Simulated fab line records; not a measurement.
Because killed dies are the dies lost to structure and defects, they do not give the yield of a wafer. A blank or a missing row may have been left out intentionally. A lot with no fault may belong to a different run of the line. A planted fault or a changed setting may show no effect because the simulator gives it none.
Shared-tool check || flow nand_harc || 3 lots and 9 wafers in the sample

WHAT PROMPTED THE OPENING
At NHARC_END_SORT_01 the reading killed_at_periphery is flagged on 3 of 3 lots. Fault-free wafers read 3.7, with a standard deviation of 2.5.
Rule: a lot is flagged when every wafer of it that has a number lies more than 4 standard deviations from that mean, or none has a number. The other lots count as sound.

{"lot": "L282", "measured": "day 32 01:34", "on": "prober-02", "killed_at_periphery, wafer by wafer": "587 605 595", "flag": "FLAGGED"}
{"lot": "L283", "measured": "day 32 08:37", "on": "prober-01", "killed_at_periphery, wafer by wafer": "617 648 645", "flag": "FLAGGED"}
{"lot": "L284", "measured": "day 33 10:50", "on": "prober-02", "killed_at_periphery, wafer by wafer": "644 635 638", "flag": "FLAGGED"}
Averaged over the flagged lots the numbers come to 623.8, +620.1 from the usual (+99 or more standard deviations).

TOOL THAT RAN EACH LOT
Before the reading, the record contains 3 process steps out of a 1302-step route. In each cell: the tool, then ch and the chambers that the sampled wafers went through, then the start.
{"lot": "L282", "flag": "FLAGGED", "NHARC_P_GATE_DEVELOP_45": "litho_track-07 ch 0, day 13 10:00", "NHARC_THIN_TSV_CMP_01": "no row", "NHARC_THIN_TSV_PVD_51": "no row"}
{"lot": "L283", "flag": "FLAGGED", "NHARC_P_GATE_DEVELOP_45": "litho_track-07 ch 0, day 14 02:00", "NHARC_THIN_TSV_CMP_01": "no row", "NHARC_THIN_TSV_PVD_51": "no row"}
{"lot": "L284", "flag": "FLAGGED", "NHARC_P_GATE_DEVELOP_45": "litho_track-07 ch 0, day 14 06:00", "NHARC_THIN_TSV_CMP_01": "no row", "NHARC_THIN_TSV_PVD_51": "no row"}
What is done by these steps:
- NHARC_P_GATE_DEVELOP_45: time 70 s.
- NHARC_THIN_TSV_CMP_01: polishes.
- NHARC_THIN_TSV_PVD_51: deposits Cu, target thk 100 nm.
- NHARC_END_SORT_01

FLAGGED OVER TOTAL, TOOL BY TOOL (the gauges that took the reading come last)
{"step": "NHARC_P_GATE_DEVELOP_45", "tool": "litho_track-07", "lots run": 3, "flagged": 3, "share of the flagged lots": "all", "sound lots run after its first flagged lot": 0}
{"step": "NHARC_END_SORT_01", "tool": "prober-01", "lots run": 1, "flagged": 1, "share of the flagged lots": "some", "sound lots run after its first flagged lot": 0}
{"step": "NHARC_END_SORT_01", "tool": "prober-02", "lots run": 2, "flagged": 2, "share of the flagged lots": "some", "sound lots run after its first flagged lot": 0}

WHAT THE TABLE PERMITS
1 row of the table ran every flagged lot: litho_track-07 at NHARC_P_GATE_DEVELOP_45.
- litho_track-07 at NHARC_P_GATE_DEVELOP_45: 3 of its 3 lots flagged. In this sample it ran no sound lot ahead of its first flagged lot, so there is no way to narrow down the start.
litho_track-07 at NHARC_P_GATE_DEVELOP_45 is the single tool remaining.

WHAT THE SIMULATOR HAD PUT IN
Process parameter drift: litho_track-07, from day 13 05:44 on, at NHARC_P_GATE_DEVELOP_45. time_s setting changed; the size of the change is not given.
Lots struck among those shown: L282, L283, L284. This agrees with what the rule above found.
